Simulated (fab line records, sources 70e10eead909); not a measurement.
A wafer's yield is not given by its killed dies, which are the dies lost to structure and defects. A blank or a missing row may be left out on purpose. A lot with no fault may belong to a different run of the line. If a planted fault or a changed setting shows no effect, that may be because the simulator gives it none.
Chamber matching / flow nand_harc / NHARC_A_STAIRCASE_ALD_420 on ald_hk-01: 4 sister chambers
The step deposits SiO2, target thk 20 nm, pulse time 6 s, ald cycles 200. 4 wafers are shown with their chamber, then 10 later ones without.

== WAFERS WITH THEIR CHAMBER ==
wafer=L081.1; chamber=3; heater_power_w (W)=459
wafer=L084.5; chamber=1; heater_power_w (W)=509
wafer=L088.2; chamber=2; heater_power_w (W)=438
wafer=L088.4; chamber=0; heater_power_w (W)=490

== WAFERS WHOSE CHAMBER IS MISSING ==
wafer=L088.6; heater_power_w (W)=520
wafer=L091.2; heater_power_w (W)=442
wafer=L091.3; heater_power_w (W)=500
wafer=L091.4; heater_power_w (W)=514
wafer=L092.4; heater_power_w (W)=448
wafer=L092.5; heater_power_w (W)=482
wafer=L092.6; heater_power_w (W)=479
wafer=L095.1; heater_power_w (W)=494
wafer=L095.3; heater_power_w (W)=445
wafer=L095.4; heater_power_w (W)=484

== WHICH CHAMBER EACH ONE RAN IN ==
wafer=L088.6; from the rows above=1; in truth=1
wafer=L091.2; from the rows above=can't be placed: 2 or 3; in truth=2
wafer=L091.3; from the rows above=can't be placed: 1 or 0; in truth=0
wafer=L091.4; from the rows above=1; in truth=1
wafer=L092.4; from the rows above=can't be placed: 2 or 3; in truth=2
wafer=L092.5; from the rows above=can't be placed: 0 or 3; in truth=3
wafer=L092.6; from the rows above=can't be placed: 0 or 3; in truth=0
wafer=L095.1; from the rows above=can't be placed: 0 or 1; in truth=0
wafer=L095.3; from the rows above=can't be placed: 2 or 3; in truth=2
wafer=L095.4; from the rows above=0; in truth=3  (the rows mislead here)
Placed correctly: 2 of 10. Unplaceable from these rows: 7, with the true chamber sitting among the candidates in 7. Placed wrongly: 1.
How it was worked out, from the rows above alone: a wafer's distance from a chamber is the root of the sum, over the readings, of the square of ((its reading less the chamber's mean) divided by the reading's scatter). The wafer belongs to the nearest chamber; if the next one is less than 2 further off, it can't be placed. Each chamber's mean is taken over the wafers shown for it. The scatter: root of mean squared gap, hidden wafer to nearest shown wafer, with one shown wafer a chamber.
